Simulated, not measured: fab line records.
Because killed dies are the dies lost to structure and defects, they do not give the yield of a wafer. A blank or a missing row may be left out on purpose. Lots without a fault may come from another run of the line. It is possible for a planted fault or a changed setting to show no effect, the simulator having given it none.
Split-lot trial    flow n5 finfet    21 wafers read from 7 lots, route of 1938 steps

## THE SPLIT
At N5_ZERO_LAYER_EXPOSE_08 (exposes mask ZERO, defocus 0 nm, target cd 2000 nm), the setting dose mj was moved away from the recipe's 16.2 on 8 of the 21 wafers read, by -6.7% to -3.8%. This setting was run at the recipe's value on the other wafers.

## FROM THE SPLIT TO THE READING: what the file shows between them, 2 steps
- N5_ZERO_LAYER_DEVELOP_10: develop time 60 s (also split here: develop time s)
- N5_ZERO_LAYER_HARDBAKE_23: time 120 s

## THE READING
Shown in nm: cd nm at N5_ZERO_LAYER_CD_MEAS_11, with target cd 2000 nm. Typical for fault-free wafers on this fab line: 2000.4 nm, with standard deviation 1.9 nm.

wafer   tool, chamber at the split  dose mj as run  against the recipe  cd nm, nm  against lot-mates on the recipe
L078.1  krf scanner-02, 0           16.2            recipe              1998.7     -
L078.4  krf scanner-02, 0           15.31           -5.5%               1988.8     -9.9
L078.6  krf scanner-02, 0           15.31           -5.5%               1989.9     -8.8
L079.2  krf scanner-02, 0           16.2            recipe              2002.0     -
L079.3  krf scanner-02, 0           15.11           -6.7%               1984.7     -17.3
L079.5  krf scanner-02, 0           15.11           -6.7%               1983.6     -18.4
L082.4  krf scanner-01, 0           16.2            recipe              2000.5     -
L082.5  krf scanner-01, 0           15.53           -4.1%               1996.6     -3.9
L082.6  krf scanner-01, 0           15.53           -4.1%               1987.9     -12.6
L083.2  krf scanner-01, 0           16.2            recipe              1997.7     -
L083.4  krf scanner-01, 0           16.2            recipe              1996.0     -
L083.6  krf scanner-01, 0           16.2            recipe              1997.1     -
L086.3  krf scanner-01, 0           16.2            recipe              2000.2     -
L086.5  krf scanner-01, 0           16.2            recipe              2002.6     -
L086.6  krf scanner-01, 0           16.2            recipe              1999.4     -
L093.1  krf scanner-01, 0           15.58           -3.8%               1987.9     -8.5
L093.5  krf scanner-01, 0           16.2            recipe              1996.4     -
L093.6  krf scanner-01, 0           15.58           -3.8%               1991.8     -4.6
L097.1  krf scanner-02, 0           16.2            recipe              1999.3     -
L097.5  krf scanner-02, 0           16.2            recipe              2000.9     -
L097.6  krf scanner-02, 0           16.2            recipe              1997.1     -

THE FIT
A straight line over all 21 wafers: cd nm changes by +2.03 nm for each +1% of dose mj; r = +0.91; the points scatter about the line by 2.5 nm.
The same after taking each lot's own level away (the mean of its wafers on the recipe; 21 wafers): +2.19 nm for each +1%; r = +0.93; scatter 2.3 nm.
Per that fit: largest dose mj move, reading shift of 15 nm.
Across the lots, their own levels run from 1996.40 to 2002.00 nm, a range of 2.9 times the standard deviation given above.
Hence the lot-to-lot level has little effect on the slope; both slopes agree.
Check: for one of the wafers moved furthest among these (-6.7%), held out of the fit, the line's prediction against its lot-mates is -13.8 nm. It came out at -17.3 nm against them.

## OTHER SPLITS APPLIED TO THESE WAFERS
Other splits were also applied to these wafers ahead of the reading. Each is held against what the fit with the lots' levels taken away leaves over:
other split on the same wafers           wafers away from the commonest value  r with cd nm (lot level and that fit taken away)
N5_ZERO_LAYER_DEVELOP_10 develop time s  9                                     +0.31

## THE WHOLE CHAIN: every reading that the file lists as answering this split, in the file's order
step                      what it does              reading                                                            change (the file's fit)               r (the file's)
N5_ZERO_LAYER_CD_MEAS_11  target cd 2000 nm         cd nm                                                              +2.15 nm for each +1% of the setting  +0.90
N5_ZERO_LAYER_DESCUM_16   chemistry O2, time 7.9 s  ZERO_LAYER.cd nm (the simulator's own value, which no gauge read)  +2.17 nm for each +1% of the setting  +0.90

## THE FILE'S OWN FIT
cd nm changes by +2.15 nm for each +1% of dose mj, r = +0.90.
